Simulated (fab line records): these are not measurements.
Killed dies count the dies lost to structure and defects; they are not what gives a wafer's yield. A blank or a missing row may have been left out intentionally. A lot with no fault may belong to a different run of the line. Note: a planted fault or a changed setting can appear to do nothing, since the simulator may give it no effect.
Struck lot and sound lot, side by side / flow n5-finfet / 39 steps out of a route of 1938
Sound: the wafers L578.1, L578.3, L578.6. Wafers L589.3, L589.4, L589.6 were the ones struck. Last of all comes the cause.
Each step with rows lists, per side, the tool, then ch with its chambers, then its first start. Under that, the readings that differ: sound wafers / struck wafers / difference of the means / sigmas: that difference in standard deviations of wafers without a fault.
alike: readings with means less than 2 such deviations apart, plus words and numbers identical on both sides. not compared: withheld readings, readings lacking a value on some wafer, bounds such as >300 that could conceal the same value, and numbers that have no deviation in the record and whose values overlap.
The two part at a step that has a row with sigmas, a row that says differs or no value, or rows on one side only. When numbers do not overlap yet have no deviation, they are printed without sigmas and do not part them. A reading missing from all wafers of one side parts the sides only when that side holds two or more wafers.

first, 11 steps without rows for these wafers: N5_BEOL_M5_DESCUM_33 (chemistry O2, time 7 s); N5_BEOL_M5_ETCH_75 (etches underlayer in N2/H2, target depth 6.5 nm, time 5.2 s); N5_BEOL_M5_ETCH_67 (etches SiARC in CF4, target depth 15.6 nm, time 26 s); N5_BEOL_M5_ETCH_68 (etches SOC in N2/H2, target depth 80 nm, overetch 16 nm, time 120 s); N5_BEOL_M5_STRIP_69 (strips in N2/H2); N5_BEOL_M5_STRIP_76 (strips in N2/H2); N5_BEOL_M5_VIA_ETCH_34 (etches SiCOH lowk in C4F6/O2, target depth 88.3 nm, time 39.2 s); N5_BEOL_M5_STRIP_85 (strips in C4F6/O2); N5_BEOL_M5_STRIP_36 (strips in N2/H2); N5_BEOL_M5_TRENCH_ETCH_37 (etches SiCOH lowk in C4F6/O2, target depth 71.652 nm, time 24.7 s); N5_BEOL_M5_ETCH_41 (etches SiCN in CH3F/O2, target depth 31.5 nm, time 56.7 s).
N5_BEOL_M5_STRIP_91: strips in N2/H2, time 10 s.
  sound on rie-diel-05 ch 1,3, day 10 19:52; struck on rie-diel-05 ch 2,3, day 13 09:41
  alike: drypump-motor-current-A, oes-product-au, rf-vpp-V, showerhead-plenum-p-Torr, throttle-valve-pct
  not compared: rf-hours-counter-h
then, 26 steps without rows for these wafers: N5_BEOL_M5_HM_STRIP_39 (strips TiN in peroxide tin strip, target depth 25 nm, time 158 s); N5_BEOL_M5_SRD_40 (time 30 s); N5_BEOL_M5_PRECLEAN_42 (cleans in residue remover, time 60 s); N5_BEOL_M5_SRD_43 (time 30 s); N5_BEOL_M5_CURE_80 (cures SiCOH lowk, time 120 s); N5_BEOL_M5_DEGAS_44 (time 60 s); N5_BEOL_M5_PRE_CLEAN_45 (time 30 s); N5_BEOL_M5_ALD_86 (deposits TaN, pulse time 2 s, purge time 3 s, co reactant purge time 2 s); N5_BEOL_M5_SURFACE_TREAT_87; N5_BEOL_M5_CVD_47 (deposits Co from CCTBA/H2, target thk 3 nm, time 216 s); N5_BEOL_M5_SPUTTER_48 (material Cu, target thk 15 nm, time 27.62 s); N5_BEOL_M5_ANNEAL_49 (time 1800 s); N5_BEOL_M5_SPUTTER_81 (material Cu, target thk 15 nm, time 27.62 s); N5_BEOL_M5_ANNEAL_82 (time 1800 s); N5_BEOL_M5_SPUTTER_83 (material Cu, target thk 15 nm, time 27.62 s); N5_BEOL_M5_ANNEAL_84 (time 1800 s); N5_BEOL_M5_SPUTTER_88 (material Cu, target thk 15 nm, time 27.62 s); N5_BEOL_M5_ANNEAL_89 (time 1800 s); N5_BEOL_M5_SPUTTER_90 (material Cu, target thk 4.5 nm, time 8.29 s); N5_BEOL_M5_ECD_50 (material Cu, target thk 300 nm); N5_BEOL_M5_ANNEAL_51 (time 90 s); N5_BEOL_M5_CMP_52 (polishes, stops on SiCOH lowk, t overpolish 6.9 s, target thk 62 nm); N5_BEOL_M5_PRE_CLEAN_77 (time 15 s); N5_BEOL_M5_CO_CAP_78 (material Co, precursor CCTBA/H2, target thk 2 nm, time 102.1 s); N5_BEOL_M5_PRE_CLEAN_55 (time 15 s); N5_BEOL_M5_DEP_56 (deposits SiCN from 3MS/NH3, target thk 8 nm, time 14 s).
-- here the record skips 5 days between the struck wafers' starts before and after, leaving off in module BEOL_M5 and picking up in module PASSIVATION (first step shown: number 1936 of the route) --
N5_PASSIVATION_PROBE_49:
  record: rows for the struck wafers here (prober-02, day 18 04:53), none for the sound ones

WHERE THEY PART
Only at N5_PASSIVATION_PROBE_49, within this record.

WHY: whatever the simulator had introduced
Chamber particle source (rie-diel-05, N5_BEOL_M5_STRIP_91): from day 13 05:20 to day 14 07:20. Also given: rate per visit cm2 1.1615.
